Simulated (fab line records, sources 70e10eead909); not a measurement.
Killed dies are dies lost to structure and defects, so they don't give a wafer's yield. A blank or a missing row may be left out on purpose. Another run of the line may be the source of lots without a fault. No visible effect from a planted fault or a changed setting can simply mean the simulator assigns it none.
Matching of chambers / flow nand-harc / 4 sister chambers for NHARC_A_STAIRCASE_ETCHBACK_422 on rie-diel-12
The step etches the open film in CH3F/O2, target depth 40 nm, time 74.286 s. 4 wafers are shown with their chamber, then 8 later ones without.

WAFERS WITH THEIR CHAMBER
wafer=L519.5; chamber=1; drypump-motor-current-A (A)=6.0
wafer=L521.2; chamber=2; drypump-motor-current-A (A)=5.2
wafer=L521.3; chamber=3; drypump-motor-current-A (A)=6.1
wafer=L520.3; chamber=0; drypump-motor-current-A (A)=6.4

WAFERS WITHOUT THEIR CHAMBER
wafer=L520.4; drypump-motor-current-A (A)=5.1
wafer=L520.6; drypump-motor-current-A (A)=5.1
wafer=L524.2; drypump-motor-current-A (A)=5.1
wafer=L524.3; drypump-motor-current-A (A)=6.4
wafer=L524.5; drypump-motor-current-A (A)=5.2
wafer=L523.1; drypump-motor-current-A (A)=5.2
wafer=L523.2; drypump-motor-current-A (A)=6.4
wafer=L523.4; drypump-motor-current-A (A)=5.2

THE CHAMBER EACH PASSED THROUGH
wafer=L520.4; from the rows above=2; in truth=2
wafer=L520.6; from the rows above=2; in truth=2
wafer=L524.2; from the rows above=2; in truth=2
wafer=L524.3; from the rows above=0; in truth=0
wafer=L524.5; from the rows above=2; in truth=2
wafer=L523.1; from the rows above=2; in truth=2
wafer=L523.2; from the rows above=0; in truth=0
wafer=L523.4; from the rows above=2; in truth=2
Placed correctly: 8 of 8. From these rows, 0 cannot be placed. Number placed wrongly: 0.
How it was worked out, from the rows above alone: a wafer's distance from a chamber is the root of the sum, over the readings, of the square of ((its reading less the chamber's mean) divided by the reading's scatter). The wafer belongs to the nearest chamber; if the next one is less than 2 further off, it can't be placed. Each chamber's mean is taken over the wafers shown for it. The scatter (one wafer shown for each chamber): square how far every hidden wafer sits from the nearest shown wafer, average those squares and take the square root.
